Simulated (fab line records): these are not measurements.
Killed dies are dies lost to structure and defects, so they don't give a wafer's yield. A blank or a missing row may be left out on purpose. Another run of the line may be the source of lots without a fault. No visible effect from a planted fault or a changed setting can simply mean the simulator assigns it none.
Problem report, 8D (eight disciplines) form, completed by code :: flow n5_finfet :: the parts of the form that need people (team, actions taken, sign-off) are left out

== 1. WHAT IS WRONG ==
Wafers without a fault read 150.0 W, standard deviation 0.41; bias_w at N5_PMOS_HMC_CHANNEL_EPI_ETCH_32 reads a mean of 234.0 W on 2 wafers belonging to 2 lots. That is +99 or more standard deviations from the usual mean.
The step: etches BARC in N2/H2, stops on SiO2, target depth 85.8 nm, time 50.3 s.
The first sign was on wafer L431.3 at day 3 23:33, on rie_diel-02. At this step, 18 wafers from 6 lots have a number in the record. Rule for "out", or "out of limits": more than 4 standard deviations from the usual mean. The rest of the wafers with a number are treated as sound.

== 2. WHAT IT IS, WHAT IT ISN'T ==
question: which readings at this step
is: bias_w, rf_vpp_V
is not: chamber_pressure_mTorr, drypump_motor_current_A, oes_product_au, showerhead_plenum_p_Torr, throttle_valve_pct

question: which lots
is: L431, L432
is not: L422, L433, L435, L442

question: which wafers of those lots
is: L431.3, L432.6
is not: L431.2, L431.4, L432.3, L432.5

question: read on which tools
is: rie_diel-02
is not: rie_diel-01, rie_diel-03

question: when
is: from day 3 23:33
is not: up to then (5 sound wafers); but 11 sound wafers of L432, L433, L435, L442 came after

== 3. SUSPECTS, AND WHAT RULES EACH OUT ==
Counting: if a tool at a process step up to the reading ran every lot that is out, it stays a suspect. Sound lots after the first of them don't rule it out here, since some wafers of a struck lot are sound.
- rie_diel-02 at N5_PMOS_HMC_CHANNEL_EPI_DESCUM_14 (chemistry O2, time 7.9 s): kept. It processed each lot that is out (first: L431, day 3 23:31); up to then, its last sound lot is L422 (day 1 17:28).
- rie_diel-02 at N5_PMOS_HMC_CHANNEL_EPI_ETCH_32 (etches BARC in N2/H2, stops on SiO2, target depth 85.8 nm, time 50.3 s): kept. It processed each lot that is out (first: L431, day 3 23:33); up to then, its last sound lot is L422 (day 1 17:29). Its own readings are out on those wafers: bias_w, rf_vpp_V.
- Within rie_diel-02 at N5_PMOS_HMC_CHANNEL_EPI_DESCUM_14: the wafers that are out ran in chamber 0; their sound lot-mates ran in chambers 1, 3.
- Within rie_diel-02 at N5_PMOS_HMC_CHANNEL_EPI_ETCH_32: the wafers that are out ran in chamber 0; their sound lot-mates ran in chambers 1, 3.
After counting, rie_diel-02 at N5_PMOS_HMC_CHANNEL_EPI_DESCUM_14 and rie_diel-02 at N5_PMOS_HMC_CHANNEL_EPI_ETCH_32 remain.

== 4. THE CAUSE (what the simulator had put in) ==
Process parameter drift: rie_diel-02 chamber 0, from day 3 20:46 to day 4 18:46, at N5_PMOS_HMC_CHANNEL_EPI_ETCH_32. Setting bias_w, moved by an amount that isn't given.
Counting leaves 2 suspects; this tool is one of them.

== 5. SEQUENCE OF EFFECTS, ordered by route ==
Each row: a reading where the mean over the struck wafers with a number is more than 3 standard deviations away from the usual. Scope: only readings with a usual standard deviation given in the record; hours: median across lots of the time from each lot's start at the first step in this table that gives one to its start at this step; sigmas: change in usual standard deviations.
hours: 0
step: N5_PMOS_HMC_CHANNEL_EPI_ETCH_32
reading: bias_w
usual: 150.0 W
on struck wafers: 234.0
change: +84.0
sigmas: +99 or more

hours: 0
step: N5_PMOS_HMC_CHANNEL_EPI_ETCH_32
reading: rf_vpp_V
usual: 525.1 V
on struck wafers: 696.5
change: +171.4
sigmas: +75
Here are the process steps it includes:
- N5_PMOS_HMC_CHANNEL_EPI_ETCH_32: etches BARC in N2/H2, stops on SiO2, target depth 85.8 nm, time 50.3 s.
Later measuring or inspecting steps at which every struck wafer that the step has a row for has a number for every such reading, and none has moved that far: N5_BEOL_M4_RC_MEAS_101.

== 6. HOW IT WOULD HAVE BEEN CAUGHT EARLIER ==
In this record the first reading out of limits was taken at day 3 23:33, 3 hours after the fault began at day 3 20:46.
